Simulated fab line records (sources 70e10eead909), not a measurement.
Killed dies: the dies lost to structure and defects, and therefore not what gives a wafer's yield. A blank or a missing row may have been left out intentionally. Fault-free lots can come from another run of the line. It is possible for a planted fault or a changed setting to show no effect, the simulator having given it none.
fab line records	flow nandHarc
record lots=5	wafers=15	lastDay=32
route steps=1302 shown A_CHANNEL_FILL_D1@512 A_DECK1_JOINT@518 A_ONON_D2@545
lots that met no fault: taken from a fault-free run of the same line
startH: hours from the record's opening day to when the first of the lot's shown wafers began	waitH: hours since the lot's step before	" as in the row above	L1.1+2: a row that stands for several wafers	- no value, or no start given	* or withheld: withheld	< > ~ a bound
route shown NAME@n: NAME is a module with steps in the file, n the number in the route of the first one	usual: the fault-free wafers' mean and standard deviation	same: alike in all rows	chamber/n: place in a boat	sites: each site's reading	_std_site: the standard deviation of these	_edge_site: mean of outer sites minus mean of inner sites	radiusMm: how far each site lies from the wafer's centre	mask NAME#n: copy n	behind: tool/chamber where the wafer was last shaped	hold: what put the lot on hold/how long, in hours/how the hold closed	device: names the non-switching transistor (n, p or np)	end of line: the same wafers' tests at the end of the route	a step given without rows: its recipe and nothing more	killed: count of dies lost to structure and defects at first sort (not the wafer's yield)	map: a wafer's dies, x killed, . not, _ none there
set.NAME: the setting as run; set.NAME@STEP: as run at that earlier step	model.NAME: the simulator's own value behind a step, which no gauge read
lots at some steps of the route; a table a step, a row a wafer
services: the hour from which a tool's chamber was out of use, counted from the record's first day as startH (under 0 if before that day), plus the number of hours and why
## steps
# step NHARC_A_CHANNEL_FILL_D1_CVD_09
# recipe targetThkA=1500	tempC=620	pressureMtorr=200	timeS=3000	material=poly-Si
# usual zonePowerCentrePct=8.7/0.92
lot.wafer	tool	chamber	startH	waitH	zonePowerCentrePct
L074.1	lpcvdPoly-04	0	238.02	2.3	7.9
L074.3	"	0	"	"	7.6
L074.6	"	0	"	"	7.6
L082.1	lpcvdPoly-03	0	319.20	2.3	9.7
L082.2	"	0	"	"	9.6
L082.5	"	0	"	"	9.4
L088.1	lpcvdPoly-01	0	377.49	2.4	9.7
L088.4	"	0	"	"	9.7
L088.6	"	0	"	"	9.5
L090.1	lpcvdPoly-04	0	393.52	2.3	7.8
L090.3	"	0	"	"	7.7
L090.4	"	0	"	"	7.7
L093.3	lpcvdPoly-03	0	420.58	2.3	9.5
L093.4	"	0	"	"	9.4
L093.6	"	0	"	"	9.7
# step NHARC_A_CHANNEL_FILL_D1_CMP_10
# recipe targetThkNm=150
# usual motorCurrentA=12.7/0.78	slurryFilterDpKPa=13.51/0.14	timeToEndpointS=15.3/2.1
lot.wafer	tool	chamber	startH	waitH	motorCurrentA	slurryFilterDpKPa	timeToEndpointS
L074.1	cmp-04	3	241.19	0.4	14.5	13.35	16.6
L074.3	"	2	"	"	11.9	13.82	19.0
L074.6	"	0	"	"	12.8	13.58	15.3
L082.2	cmp-01	2	322.44	0.4	13.3	13.26	10.0
L082.1	"	1	"	"	12.5	13.42	13.5
L082.5	"	2	"	"	13.4	13.46	13.7
L088.1	cmp-04	0	380.67	0.4	12.7	13.80	17.1
L088.4	"	2	"	"	11.6	13.68	14.8
L088.6	"	0	"	"	11.6	13.57	15.4
L090.1	cmp-01	3	396.74	0.4	11.8	13.32	10.9
L090.4	"	0	"	"	12.6	13.47	12.6
L090.3	"	1	"	"	13.0	13.54	13.2
L093.3	cmp-04	3	423.74	0.4	13.4	13.51	15.7
L093.4	"	0	"	"	12.3	13.59	16.6
L093.6	"	0	"	"	12.2	13.54	15.8
# step NHARC_A_CHANNEL_FILL_D1_SRD_12
lot.wafer	tool	chamber	startH	waitH
L074.1+3+6	wetBench-04	1,2,3	241.50	0.1
L082.1+5+2	wetBench-02	4,0,1	322.73	0.0
L088.4+6+1	wetBench-07	1,4,5	380.99	0.0
L090.4+3+1	wetBench-02	5,6,0	397.04	0.0
L093.3+4+6	wetBench-04	1,3,4	424.04	0.0
# step NHARC_A_CHANNEL_FILL_D1_INSPECT_13
# usual rawDefectCount=319/120
lot.wafer	tool	chamber	startH	waitH	rawDefectCount
L074.1	defectInspect-01	-	241.61	0.0	347
L074.3	"	-	"	"	355
L074.6	"	-	"	"	330
L082.1	defectInspect-02	-	322.88	0.0	295
L082.2	"	-	"	"	274
L082.5	"	-	"	"	468
L088.1	defectInspect-02	-	381.10	0.0	262
L088.4	"	-	"	"	182
L088.6	"	-	"	"	193
L090.1	defectInspect-02	-	397.15	0.0	171
L090.3	"	-	"	"	181
L090.4	"	-	"	"	149
L093.3	defectInspect-01	-	424.15	0.0	405
L093.4	"	-	"	"	731
L093.6	"	-	"	"	446
# step NHARC_A_DECK1_JOINT_ETCHBACK_07
# recipe targetDepthA=1050	timeS=26.9	hbrFlowSccm=150	rfW=350	icpW=350	biasW=60	chemistry=HBr
# usual drypumpMotorCurrentA=5.9/0.42	heBacksideLeakSccm=2.68/0.25	oesProductAu=0.998/0.0093	throttleValvePct=23.265/0.0091
lot.wafer	tool	chamber	startH	waitH	drypumpMotorCurrentA	heBacksideLeakSccm	oesProductAu	rfHoursCounterH	throttleValvePct
L074.1	rieSi-01	2	241.67	0.1	5.7	2.83	1.005	0.2	23.263
L074.3	"	3	"	"	6.4	3.01	1.002	0.3	23.273
L074.6	"	1	"	"	6.5	2.39	0.987	-	23.264
L082.2	rieSi-03	2	322.96	0.1	5.7	2.63	0.986	0.5	23.265
L082.1	"	3	"	"	5.9	2.40	1.007	0.6	23.282
L082.5	"	1	"	"	5.8	2.65	1.002	-	23.261
L088.4	rieSi-03	0	381.16	0.1	5.0	2.46	0.999	1.0	23.251
L088.1	"	2	"	"	5.7	2.73	1.005	1.2	23.272
L088.6	"	1	"	"	5.8	2.43	0.993	-	23.257
L090.3	rieSi-06	1	397.21	0.1	5.8	2.60	0.990	0.8	23.291
L090.1	"	2	"	"	6.2	3.22	1.011	0.7	23.248
L090.4	"	3	"	"	6.5	2.94	1.008	0.7	23.261
L093.4	rieSi-03	3	424.21	0.1	5.9	2.32	0.989	0.1	23.275
L093.3	"	2	"	"	5.7	2.65	0.988	0.1	23.256
L093.6	"	3	"	"	5.9	2.28	0.996	-	23.272
# step NHARC_A_DECK1_JOINT_ETCH_25
# recipe targetDepthA=5	chemistry=dHF	material=SiO2
lot.wafer	tool	chamber	startH	waitH
L074.6+1+3	wetBench-01	7,0,2	241.84	0.1
L082.1+2+5	wetBench-05	0,2,4	323.09	0.1
L088.6+4+1	wetBench-09	6,0,2	381.31	0.1
L090.4+1+3	wetBench-09	3,6,7	397.36	0.1
L093.6+4+3	wetBench-05	0,1,4	424.35	0.1
# step NHARC_A_DECK1_JOINT_ETCH_19
# recipe tempC=25	targetDepthA=30	chemistry=TMAH	material=poly-Si
lot.wafer	tool	chamber	startH	waitH
L074.6+1+3	wetBench-01	7,0,2	241.87	0.0
L082.1+2+5	wetBench-05	0,2,4	323.16	0.1
L088.6+4+1	wetBench-09	6,0,2	381.34	0.0
L090.4+1+3	wetBench-09	3,6,7	397.39	0.0
L093.6+4+3	wetBench-05	0,1,4	424.39	0.0
# step NHARC_A_DECK1_JOINT_ETCH_18
# recipe targetDepthA=30	chemistry=dHF	material=SiO2
lot.wafer	tool	chamber	startH	waitH
L074.6+1+3	wetBench-01	7,0,2	-	-
L082.1+2+5	wetBench-05	0,2,4	-	-
L088.6+4+1	wetBench-09	6,0,2	-	-
L090.4+1+3	wetBench-09	3,6,7	-	-
L093.6+4+3	wetBench-05	0,1,4	-	-
# step NHARC_A_DECK1_JOINT_WET_08
# recipe tempC=160	timeS=86	chemistry=H3PO4
lot.wafer	tool	chamber	startH	waitH
L074.1+3+6	wetH3po4-01	1	243.66	-
L082.1+2+5	wetH3po4-01	0	324.92	-
L088.1+4+6	wetH3po4-01	0	383.15	-
L090.1+3+4	wetH3po4-02	1	399.20	-
L093.3+4+6	wetH3po4-01	1	427.37	-
# step NHARC_A_DECK1_JOINT_ETCH_09
# recipe targetDepthA=50	chemistry=dHF	material=SiO2
lot.wafer	tool	chamber	startH	waitH
L074.1+6+3	wetBench-09	1,4,5	244.22	0.0
L082.2+1+5	wetBench-01	2,3,7	325.47	0.0
L088.6+1+4	wetBench-09	6,0,3	383.70	0.0
L090.4+1+3	wetBench-01	1,2,3	399.75	0.0
L093.3+6+4	wetBench-05	4,5,6	427.93	0.0
# step NHARC_A_DECK1_JOINT_WET_10
# recipe tempC=160	timeS=86	chemistry=H3PO4
lot.wafer	tool	chamber	startH	waitH
L074.1+3+6	wetH3po4-01	1	245.89	1.7
L082.1+2+5	wetH3po4-01	0	327.16	1.7
L088.1+4+6	wetH3po4-01	0	385.39	1.7
L090.1+3+4	wetH3po4-02	0	401.43	1.7
L093.3+4+6	wetH3po4-01	1	429.61	1.7
# step NHARC_A_DECK1_JOINT_ETCH_11
# recipe targetDepthA=350	chemistry=dHF	material=SiO2
lot.wafer	tool	chamber	startH	waitH
L074.3+1+6	wetBench-09	0,1,5	246.44	0.0
L082.5+2+1	wetBench-09	2,3,7	327.70	0.0
L088.1+4+6	wetBench-01	5,7,2	385.93	0.0
L090.3+4+1	wetBench-05	0,1,2	401.98	0.0
L093.6+4+3	wetBench-01	0,4,5	430.14	0.0
# step NHARC_A_DECK1_JOINT_CVD_12
# recipe targetThkA=900	tempC=620	pressureMtorr=200	timeS=1800	material=poly-Si
# usual zonePowerCentrePct=9.61/0.15
lot.wafer	tool	chamber	startH	waitH	zonePowerCentrePct
L074.1	lpcvdPoly-03	0	248.94	2.5	9.50
L074.3	"	0	"	"	9.52
L074.6	"	0	"	"	9.56
L082.1	lpcvdPoly-03	0	330.20	2.4	9.49
L082.2	"	0	"	"	9.67
L082.5	"	0	"	"	9.43
L088.1	lpcvdPoly-02	0	388.59	2.6	9.67
L088.4	"	0	"	"	9.81
L088.6	"	0	"	"	9.76
L090.1	lpcvdPoly-02	0	404.66	2.5	9.71
L090.3	"	0	"	"	9.70
L090.4	"	0	"	"	9.80
L093.3	lpcvdPoly-02	0	433.78	3.4	9.82
L093.4	"	0	"	"	9.68
L093.6	"	0	"	"	9.93
# step NHARC_A_DECK1_JOINT_CMP_13
# recipe targetThkNm=51.023
# usual motorCurrentA=12.6/0.71	slurryFilterDpKPa=13.49/0.13	timeToEndpointS=10.1/1.9
lot.wafer	tool	chamber	startH	waitH	motorCurrentA	slurryFilterDpKPa	timeToEndpointS
L074.1	cmp-03	1	251.83	0.4	12.0	13.33	10.2
L074.3	"	2	"	"	12.2	13.60	13.4
L074.6	"	0	"	"	12.6	13.45	10.9
L082.1	cmp-04	3	333.05	0.4	13.5	13.67	9.7
L082.2	"	1	"	"	12.1	13.53	7.0
L082.5	"	3	"	"	13.4	13.45	8.3
L088.1	cmp-03	1	391.52	0.4	12.3	13.50	6.6
L088.4	"	2	"	"	12.6	13.59	10.7
L088.6	"	1	"	"	12.3	13.41	9.8
L090.4	cmp-02	1	407.47	0.4	12.5	13.30	7.6
L090.1	"	2	"	"	13.4	13.43	6.3
L090.3	"	3	"	"	12.9	13.55	8.1
L093.4	cmp-02	0	436.64	0.4	11.9	13.35	6.8
L093.3	"	1	"	"	13.7	13.32	8.3
L093.6	"	1	"	"	12.6	13.57	8.0
# step NHARC_A_DECK1_JOINT_THK_MEAS_14
# recipe thkMeasGauge=ellipsometry
# usual thkNm=51.1/1.4
lot.wafer	tool	chamber	startH	waitH	thkNm
L074.1	filmMetro-02	-	252.06	0.2	50.9
L074.3	"	-	"	"	52.0
L074.6	"	-	"	"	51.9
L082.1	filmMetro-02	-	333.30	0.2	51.1
L082.2	"	-	"	"	52.4
L082.5	"	-	"	"	53.3
L088.1	filmMetro-01	-	391.75	0.2	49.8
L088.4	"	-	"	"	50.7
L088.6	"	-	"	"	49.9
L090.1	filmMetro-02	-	407.70	0.2	49.8
L090.3	"	-	"	"	49.6
L090.4	"	-	"	"	51.6
L093.3	filmMetro-02	-	436.89	0.2	50.1
L093.4	"	-	"	"	49.4
L093.6	"	-	"	"	50.9
# step NHARC_A_DECK1_JOINT_SRD_04
lot.wafer	tool	chamber	startH	waitH
L074.1+3+6	wetBench-05	5,7,1	252.12	0.1
L082.1+5+2	wetBench-01	4,5,1	333.35	0.0
L088.4+6+1	wetBench-01	2,3,4	391.79	0.0
L090.3+4+1	wetBench-05	0,2,4	407.74	0.0
L093.3+6+4	wetBench-01	6,1,3	436.93	0.0
# step NHARC_A_DECK1_JOINT_ETCHBACK_00
# recipe targetDepthA=300	timeS=17.4	hbrFlowSccm=150	rfW=350	icpW=350	biasW=60	chemistry=HBr
# usual drypumpMotorCurrentA=5.9/0.41	heBacksideLeakSccm=2.68/0.27	oesProductAu=1.001/0.0078	throttleValvePct=23.267/0.0091
lot.wafer	tool	chamber	startH	waitH	drypumpMotorCurrentA	heBacksideLeakSccm	oesProductAu	rfHoursCounterH	throttleValvePct
L074.3	rieSi-01	1	252.27	0.1	6.5	2.36	0.996	0.34	23.274
L074.1	"	3	"	"	6.4	2.80	1.009	0.42	23.270
L074.6	"	3	"	"	6.4	2.95	1.007	-	23.263
L082.1	rieSi-03	2	333.44	0.1	5.7	2.87	1.006	0.60	23.272
L082.2	"	3	"	"	5.9	2.40	1.026	0.64	23.275
L082.5	"	2	"	"	5.7	2.68	1.003	-	23.263
L088.1	rieSi-06	2	391.90	0.1	6.2	3.04	1.009	0.72	23.259
L088.4	"	3	"	"	6.6	2.79	1.005	0.66	23.268
L088.6	"	1	"	"	5.8	2.61	1.002	-	23.269
L090.1	rieSi-06	3	407.86	0.1	6.5	2.82	1.005	0.76	23.258
L090.3	"	1	"	"	5.8	2.64	1.016	0.95	23.262
L090.4	"	2	"	"	6.2	3.09	1.003	0.87	23.270
L093.4	rieSi-06	0	437.04	0.1	5.9	2.59	0.991	0	23.282
L093.3	"	1	"	"	5.8	2.54	0.996	0	23.263
L093.6	"	1	"	"	5.8	2.50	0.996	-	23.281
# step NHARC_A_DECK1_JOINT_PRECLEAN_30
# recipe timeS=*	tempC=50	bathAgeMin=0	chemistry=SC1
lot.wafer	tool	chamber	startH	waitH
L074.3+6+1	wetBench-01	4,6,7	252.45	0.2
L082.2+5+1	wetBench-01	6,7,2	333.58	0.1
L088.6+1+4	wetBench-01	5,7,0	392.03	0.1
L090.3+1+4	wetBench-01	0,4,5	408.00	0.1
L093.3+4+6	wetBench-09	1,2,3	437.22	0.2
# step NHARC_A_DECK1_JOINT_SRD_31
lot.wafer	tool	chamber	startH	waitH
L074.3+6+1	wetBench-01	4,6,7	-	-
L082.2+5+1	wetBench-01	6,7,2	-	-
L088.6+1+4	wetBench-01	5,7,0	-	-
L090.3+1+4	wetBench-01	0,4,5	-	-
L093.3+4+6	wetBench-09	1,2,3	437.26	0.0
# step NHARC_A_DECK1_JOINT_CVD_34
# recipe targetThkA=200	tempC=700	pressureMtorr=300	material=SiNx
# usual zonePowerCentrePct=10.78/0.13
lot.wafer	tool	chamber	startH	waitH	zonePowerCentrePct
L074.1	lpcvd-01	0	255.58	-	10.85
L074.3	"	0	"	"	10.89
L074.6	"	0	"	"	10.66
L082.1	lpcvd-01	0	336.82	-	10.89
L082.2	"	0	"	"	10.70
L082.5	"	0	"	"	10.72
L088.1	lpcvd-01	0	395.27	-	10.77
L088.4	"	0	"	"	10.61
L088.6	"	0	"	"	10.71
L090.1	lpcvd-01	1	411.24	-	10.96
L090.3	"	1	"	"	11.05
L090.4	"	1	"	"	10.77
L093.3	lpcvd-01	0	441.14	3.9	10.80
L093.4	"	0	"	"	10.95
L093.6	"	0	"	"	10.94
# step NHARC_A_DECK1_JOINT_DEP_06
# recipe targetThkA=800	tempC=65	material=SiOx
lot.wafer	tool	chamber	startH	waitH
L074.1+3+6	fcvd-02	0,1,1	258.83	0.4
L082.1+2+5	fcvd-01	0,1,1	340.04	0.4
L088.1+4+6	fcvd-02	0	398.46	0.4
L090.1+4+3	fcvd-02	0,1,0	414.45	0.4
L093.3+4+6	fcvd-01	0	444.49	0.5
# step NHARC_A_DECK1_JOINT_CURE_26
# recipe tempC=150	timeS=32	pressureAtm=0.395
# usual pressureAtm=0.3950/0.00084
lot.wafer	tool	chamber	startH	waitH	pressureAtm
L074.1	fcvd-02	0	259.00	0.1	0.3964
L074.3	"	1	"	"	0.3958
L074.6	"	1	"	"	0.3953
L082.1	fcvd-01	0	340.22	0.1	0.3951
L082.2	"	1	"	"	0.3934
L082.5	"	1	"	"	0.3936
L088.1	fcvd-02	0	398.64	0.2	0.3971
L088.4	"	0	"	"	0.3967
L088.6	"	0	"	"	0.3963
L090.1	fcvd-02	0	414.61	0.1	0.3948
L090.4	"	1	"	"	0.3958
L090.3	"	0	"	"	0.3936
L093.3	fcvd-01	0	444.78	0.2	0.3940
L093.4	"	0	"	"	0.3946
L093.6	"	0	"	"	0.3950
# step NHARC_A_DECK1_JOINT_ANNEAL_27
# recipe tempC=400	timeS=3600	idleTempC=300	rampUpCPerMin=10	densificationPH2oTorr=640
# usual zonePowerCentrePct=4.36/0.27
lot.wafer	tool	chamber	startH	waitH	zonePowerCentrePct
L074.1	furnace-03	0	261.71	2.7	4.23
L074.3	"	0	"	"	4.23
L074.6	"	0	"	"	4.21
L082.1	furnace-03	0	342.93	2.7	4.30
L082.2	"	0	"	"	4.26
L082.5	"	0	"	"	4.27
L088.1	furnace-03	0	401.36	2.7	4.29
L088.4	"	0	"	"	4.29
L088.6	"	0	"	"	4.29
L090.1	furnace-03	0	417.45	2.8	4.27
L090.3	"	0	"	"	4.28
L090.4	"	0	"	"	4.29
L093.3	furnace-03	0	450.53	5.7	4.24
L093.4	"	0	"	"	4.25
L093.6	"	0	"	"	4.29
# step NHARC_A_DECK1_JOINT_ANNEAL_28
# recipe tempC=500	timeS=1800	idleTempC=400	rampUpCPerMin=10	densificationPH2oTorr=640
# usual zonePowerCentrePct=6.1/0.38
lot.wafer	tool	chamber	startH	waitH	zonePowerCentrePct
L074.1	furnace-03	0	267.14	3.6	5.9
L074.3	"	0	"	"	5.8
L074.6	"	0	"	"	5.9
L082.1	furnace-03	0	347.27	2.6	5.9
L082.2	"	0	"	"	5.8
L082.5	"	0	"	"	6.0
L088.1	furnace-03	0	407.17	4.1	5.9
L088.4	"	0	"	"	5.8
L088.6	"	0	"	"	5.9
L090.1	furnace-03	0	422.88	3.7	5.9
L090.3	"	0	"	"	5.8
L090.4	"	0	"	"	5.9
L093.3	furnace-03	0	455.42	3.1	5.8
L093.4	"	0	"	"	6.0
L093.6	"	0	"	"	5.9
# step NHARC_A_DECK1_JOINT_ANNEAL_29
# recipe tempC=750	timeS=1800	idleTempC=500	rampUpCPerMin=10	rampDownCPerMin=3
# usual zonePowerCentrePct=12.1/0.8
lot.wafer	tool	chamber	startH	waitH	zonePowerCentrePct
L074.1	furnace-03	0	270.38	2.6	11.9
L074.3	"	0	"	"	11.9
L074.6	"	0	"	"	11.5
L082.1	furnace-03	0	350.51	2.6	11.8
L082.2	"	0	"	"	11.8
L082.5	"	0	"	"	11.7
L088.1	furnace-03	0	410.41	2.6	11.7
L088.4	"	0	"	"	11.7
L088.6	"	0	"	"	11.7
L090.1	furnace-03	0	427.79	4.2	11.7
L090.3	"	0	"	"	11.9
L090.4	"	0	"	"	11.7
L093.3	furnace-03	0	460.65	4.6	11.6
L093.4	"	0	"	"	11.8
L093.6	"	0	"	"	11.9
# step NHARC_A_DECK1_JOINT_CMP_02
# recipe material=SiOx
# usual motorCurrentA=12.7/0.81	slurryFilterDpKPa=13.50/0.14
lot.wafer	tool	chamber	startH	waitH	motorCurrentA	slurryFilterDpKPa
L074.1	cmp-03	1	273.05	0.4	12.0	13.56
L074.3	"	2	"	"	12.3	13.46
L074.6	"	2	"	"	12.4	13.30
L082.2	cmp-02	2	353.14	0.4	14.3	13.48
L082.1	"	0	"	"	11.4	13.60
L082.5	"	3	"	"	14.5	13.64
L088.1	cmp-04	3	413.12	0.4	14.0	13.33
L088.4	"	2	"	"	11.5	13.62
L088.6	"	0	"	"	13.2	13.48
L090.4	cmp-03	1	430.65	0.5	12.3	13.55
L090.1	"	2	"	"	12.8	13.61
L090.3	"	0	"	"	13.1	13.46
L093.3	cmp-04	3	463.33	0.4	13.4	13.52
L093.4	"	1	"	"	11.9	13.46
L093.6	"	0	"	"	12.8	13.18
# step NHARC_A_DECK1_JOINT_SRD_15
lot.wafer	tool	chamber	startH	waitH
L074.6+3+1	wetBench-01	1,2,3	273.35	0.0
L082.5+2+1	wetBench-01	1,3,5	353.48	0.1
L088.1+6+4	wetBench-05	2,3,5	413.42	0.0
L090.4+1+3	wetBench-05	5,7,0	430.94	0.0
L093.4+6+3	wetBench-01	7,2,3	463.63	0.0
# step NHARC_A_DECK1_JOINT_DEP_16
# recipe targetThkA=450	tempC=400	pressureTorr=6.5	rfW=900	teosFlowSccm=161.4	flowSccm=2650	targetThkNm=45	gas=O2	material=SiO2
# usual heaterPowerW=554/87	throttleValvePct=16.1/0.52
lot.wafer	tool	chamber	startH	waitH	heaterPowerW	throttleValvePct
L074.3	pecvd-02	2	273.47	0.1	437	15.8
L074.1	"	0	"	"	580	15.7
L074.6	"	1	"	"	478	15.9
L082.2	pecvd-04	1	353.57	0.1	703	15.3
L082.1	"	0	"	"	481	16.3
L082.5	"	1	"	"	699	14.8
L088.1	pecvd-01	2	413.53	0.1	533	16.4
L088.4	"	2	"	"	530	16.2
L088.6	"	0	"	"	521	15.8
L090.3	pecvd-02	1	431.04	0.1	454	16.1
L090.1	"	2	"	"	461	16.3
L090.4	"	1	"	"	451	15.9
L093.3	pecvd-04	2	463.75	0.1	586	16.2
L093.6	"	1	"	"	692	15.1
L093.4	"	2	"	"	595	16.2
# step NHARC_A_DECK1_JOINT_THK_MEAS_17
# recipe thkMeasGauge=ellipsometry
# usual thkNm=45.4/1.1
lot.wafer	tool	chamber	startH	waitH	thkNm
L074.1	filmMetro-01	-	273.72	0.2	46.1
L074.3	"	-	"	"	45.6
L074.6	"	-	"	"	44.9
L082.1	filmMetro-01	-	353.85	0.2	45.1
L082.2	"	-	"	"	45.6
L082.5	"	-	"	"	46.4
L088.1	filmMetro-01	-	413.81	0.3	45.1
L088.4	"	-	"	"	45.5
L088.6	"	-	"	"	43.4
L090.1	filmMetro-01	-	431.31	0.2	46.6
L090.3	"	-	"	"	43.0
L090.4	"	-	"	"	47.4
L093.3	filmMetro-01	-	464.00	0.2	46.1
L093.4	"	-	"	"	45.3
L093.6	"	-	"	"	46.2
# step NHARC_A_DECK1_JOINT_INSPECT_05
# usual rawDefectCount=331/140
lot.wafer	tool	chamber	startH	waitH	rawDefectCount
L074.1	defectInspect-02	-	273.75	0.0	300
L074.3	"	-	"	"	154
L074.6	"	-	"	"	281
L082.1	defectInspect-02	-	353.89	0.0	293
L082.2	"	-	"	"	415
L082.5	"	-	"	"	463
L088.1	defectInspect-01	-	413.85	0.0	264
L088.4	"	-	"	"	330
L088.6	"	-	"	"	155
L090.1	defectInspect-01	-	431.35	0.0	496
L090.3	"	-	"	"	267
L090.4	"	-	"	"	282
L093.3	defectInspect-02	-	464.04	0.0	167
L093.4	"	-	"	"	174
L093.6	"	-	"	"	287
# step NHARC_A_ONON_D2_DEP_00
# recipe targetThkA=10000	n2FlowSccm=2750	n2oFlowSccm=2000	nh3FlowSccm=500	sih4FlowSccm=210	tempC=400
# usual sih4FlowSccm=209.9/0.59
lot.wafer	tool	chamber	startH	waitH	sih4FlowSccm
L074.1	pecvdOnon-02	0	273.82	0.1	210.8
L074.3	"	0	"	"	210.4
L074.6	"	0	"	"	210.4
L082.1	pecvdOnon-01	0	353.95	0.1	209.9
L082.2	"	0	"	"	210.5
L082.5	"	0	"	"	210.6
L088.1	pecvdOnon-02	0	413.91	0.1	211.1
L088.4	"	0	"	"	210.2
L088.6	"	0	"	"	209.3
L090.1	pecvdOnon-04	0	431.42	0.1	210.4
L090.3	"	0	"	"	209.5
L090.4	"	0	"	"	210.8
L093.3	pecvdOnon-01	0	464.22	0.2	211.1
L093.4	"	0	"	"	209.8
L093.6	"	0	"	"	209.4
# step NHARC_A_ONON_D2_THK_MEAS_02
# recipe thkMeasGauge=ellipsometry
# usual thkNm=997/8.8
lot.wafer	tool	chamber	startH	waitH	thkNm
L074.1	filmMetro-01	-	274.33	-	992
L074.3	"	-	"	"	989
L074.6	"	-	"	"	991
L082.1	filmMetro-01	-	354.46	-	983
L082.2	"	-	"	"	984
L082.5	"	-	"	"	980
L088.1	filmMetro-01	-	414.42	-	986
L088.4	"	-	"	"	988
L088.6	"	-	"	"	988
L090.1	filmMetro-02	-	431.93	-	1013
L090.3	"	-	"	"	1013
L090.4	"	-	"	"	1011
L093.3	filmMetro-01	-	464.61	-	1003
L093.4	"	-	"	"	1001
L093.6	"	-	"	"	1002
# step NHARC_A_ONON_D2_DEP_03
# recipe targetThkA=10000	n2FlowSccm=2750	n2oFlowSccm=2000	nh3FlowSccm=500	sih4FlowSccm=210	tempC=400
# usual sih4FlowSccm=209.9/0.75
lot.wafer	tool	chamber	startH	waitH	sih4FlowSccm
L074.1	pecvdOnon-02	0	274.39	0.1	210.0
L074.3	"	0	"	"	208.6
L074.6	"	0	"	"	209.0
L082.1	pecvdOnon-02	0	354.52	0.1	211.3
L082.2	"	0	"	"	210.3
L082.5	"	0	"	"	210.4
L088.1	pecvdOnon-02	0	414.48	0.1	209.0
L088.4	"	0	"	"	209.9
L088.6	"	0	"	"	209.4
L090.1	pecvdOnon-02	0	431.98	0.1	209.3
L090.3	"	0	"	"	210.4
L090.4	"	0	"	"	210.2
L093.3	pecvdOnon-04	0	464.78	0.2	209.4
L093.4	"	0	"	"	209.8
L093.6	"	0	"	"	209.0
# step NHARC_A_ONON_D2_THK_MEAS_05
# recipe thkMeasGauge=ellipsometry
# usual thkNm=1000/11
lot.wafer	tool	chamber	startH	waitH	thkNm
L074.1	filmMetro-02	-	274.90	-	997
L074.3	"	-	"	"	998
L074.6	"	-	"	"	997
L082.1	filmMetro-01	-	355.02	-	992
L082.2	"	-	"	"	990
L082.5	"	-	"	"	993
L088.1	filmMetro-01	-	414.99	-	1000
L088.4	"	-	"	"	1001
L088.6	"	-	"	"	999
L090.1	filmMetro-02	-	432.51	-	994
L090.3	"	-	"	"	995
L090.4	"	-	"	"	995
L093.3	filmMetro-01	-	465.17	-	1013
L093.4	"	-	"	"	1012
L093.6	"	-	"	"	1011
# step NHARC_A_ONON_D2_DEP_06
# recipe targetThkA=10000	n2FlowSccm=2750	n2oFlowSccm=2000	nh3FlowSccm=500	sih4FlowSccm=210	tempC=400
# usual sih4FlowSccm=210.0/0.6
lot.wafer	tool	chamber	startH	waitH	sih4FlowSccm
L074.1	pecvdOnon-04	0	274.95	0.1	209.4
L074.3	"	0	"	"	210.7
L074.6	"	0	"	"	210.3
L082.1	pecvdOnon-04	0	355.08	0.1	209.2
L082.2	"	0	"	"	209.7
L082.5	"	0	"	"	209.2
L088.1	pecvdOnon-01	0	415.04	0.1	210.6
L088.4	"	0	"	"	209.7
L088.6	"	0	"	"	209.6
L090.1	pecvdOnon-01	0	432.57	0.1	209.7
L090.3	"	0	"	"	209.9
L090.4	"	0	"	"	210.0
L093.3	pecvdOnon-02	0	465.35	0.2	209.9
L093.4	"	0	"	"	209.5
L093.6	"	0	"	"	209.8
# step NHARC_A_ONON_D2_THK_MEAS_08
# recipe thkMeasGauge=ellipsometry
# usual thkNm=994/9.9
lot.wafer	tool	chamber	startH	waitH	thkNm
L074.1	filmMetro-01	-	275.47	-	996
L074.3	"	-	"	"	997
L074.6	"	-	"	"	996
L082.1	filmMetro-02	-	355.58	-	1002
L082.2	"	-	"	"	1000
L082.5	"	-	"	"	1002
L088.1	filmMetro-01	-	415.55	-	990
L088.4	"	-	"	"	990
L088.6	"	-	"	"	992
L090.1	filmMetro-01	-	433.09	-	1006
L090.3	"	-	"	"	1005
L090.4	"	-	"	"	1008
L093.3	filmMetro-01	-	465.75	-	987
L093.4	"	-	"	"	988
L093.6	"	-	"	"	988
## services
tool	chamber	startH	hours	kind
rieSi-03	-	221.00	9.0	pm
fcvd-01	-	227.29	0.9	repair
pecvdOnon-04	-	241.68	7.7	repair
fcvd-02	0	242.55	13.2	repair
pecvdOnon-01	-	248.47	1.3	repair
wetBench-05	-	260.84	8.0	pm
fcvd-02	-	269.00	13.0	pm
wetBench-01	-	277.60	8.0	pm
furnace-03	-	297.14	26.0	pm
cmp-04	-	307.14	4.0	pm
cmp-04	-	314.97	0.3	repair
fcvd-02	-	325.41	7.1	repair
wetBench-09	-	352.80	8.0	pm
cmp-04	-	355.34	1.2	repair
pecvdOnon-02	-	366.09	13.0	pm
wetH3po4-01	-	369.39	8.0	pm
cmp-04	-	375.61	2.8	repair
cmp-04	-	381.70	6.0	repair
cmp-04	-	394.40	2.9	repair
cmp-04	-	405.14	4.0	pm
wetBench-05	-	436.84	8.0	pm
fcvd-02	-	450.00	13.0	pm
pecvdOnon-02	-	450.14	14.9	repair
wetBench-01	-	453.60	8.0	pm
## key
fault none
